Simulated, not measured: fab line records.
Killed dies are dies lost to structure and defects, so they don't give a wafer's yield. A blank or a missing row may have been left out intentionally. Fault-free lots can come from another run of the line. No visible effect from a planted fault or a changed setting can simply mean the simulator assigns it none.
Struck lot and sound lot, side by side    flow nand-harc    13 steps out of a route of 1302
Sound: wafers L326.1, L326.2, L326.4. Struck: wafers L336.3, L336.4, L336.6. The cause comes at the end.
For every step that has rows: the tool of each side, followed by ch and its chambers, followed by its first start. Under that, the readings that differ: sound wafers    struck wafers    difference of the means    sigmas: that difference in standard deviations of wafers without a fault.
alike: a reading whose means differ by less than 2 such deviations, as well as words and numbers matching on both sides. not compared: withheld readings; readings where some wafer has no value; bounds like >300 that might hide an equal value; numbers whose values overlap and for which the record gives no deviation.
Wherever a step has rows on one side only, a row that says differs or no value, or a row with sigmas, the two part there. Non-overlapping numbers with no deviation appear without sigmas and do not part them. Lack of a reading on every wafer of one side parts them only where that side has two or more wafers.

NHARC_P_CONTACT_CVD_23: deposits W, target thk 200 nm, time 557 s.
  sound: cvd-w-01 ch 0,1; struck: cvd-w-01 ch 0,1
  alike: heater-power-w, throttle-valve-pct
NHARC_P_CONTACT_CMP_24: polishes, t overpolish 30 s, target thk 200 nm.
  sound on cmp-03 ch 0,2,3, day 8 01:52; struck on cmp-01 ch 0,3, day 12 02:55
  alike: motor-current-A, overpolish-run-s, time-to-endpoint-s
next, for these wafers, 1 step has no rows: NHARC_P_CONTACT_SRD_26.
NHARC_P_CONTACT_INSPECT_27:
  sound: defect-inspect-01 at day 8 02:16; struck: defect-inspect-02 at day 12 03:17
  alike: raw-defect-count
then, 7 steps without rows for these wafers: NHARC_P_M0_DEP_00 (deposits SiOC, target thk 150 nm); NHARC_P_M0_DEHYDRATE_01 (time 120 s); NHARC_P_M0_HMDS_02 (time 30 s); NHARC_P_M0_COAT_33 (time 65 s); NHARC_P_M0_COAT_03 (resist thk 90 nm); NHARC_P_M0_SOFTBAKE_04 (time 55 s); NHARC_P_M0_EBR_05.
NHARC_P_M0_EXPOSE_06: exposes mask P M0, target cd 90 nm.
  sound on arfi-scanner-02 ch 0, day 8 03:10; struck on arfi-scanner-01, day 12 04:04
  no value came back on the struck wafers for exposure-dose-mJ-cm2, focus-offset-nm (nm); on the sound wafers exposure-dose-mJ-cm2 reads 81.32 81.29 81.28
  alike: mask
then, 1 step without rows for these wafers: NHARC_P_M0_PEB_07 (peb time 65 s).

WHERE THEY PART
At NHARC_P_M0_EXPOSE_06 and nowhere else, as far as this record goes.

WHY: what the simulator had put in
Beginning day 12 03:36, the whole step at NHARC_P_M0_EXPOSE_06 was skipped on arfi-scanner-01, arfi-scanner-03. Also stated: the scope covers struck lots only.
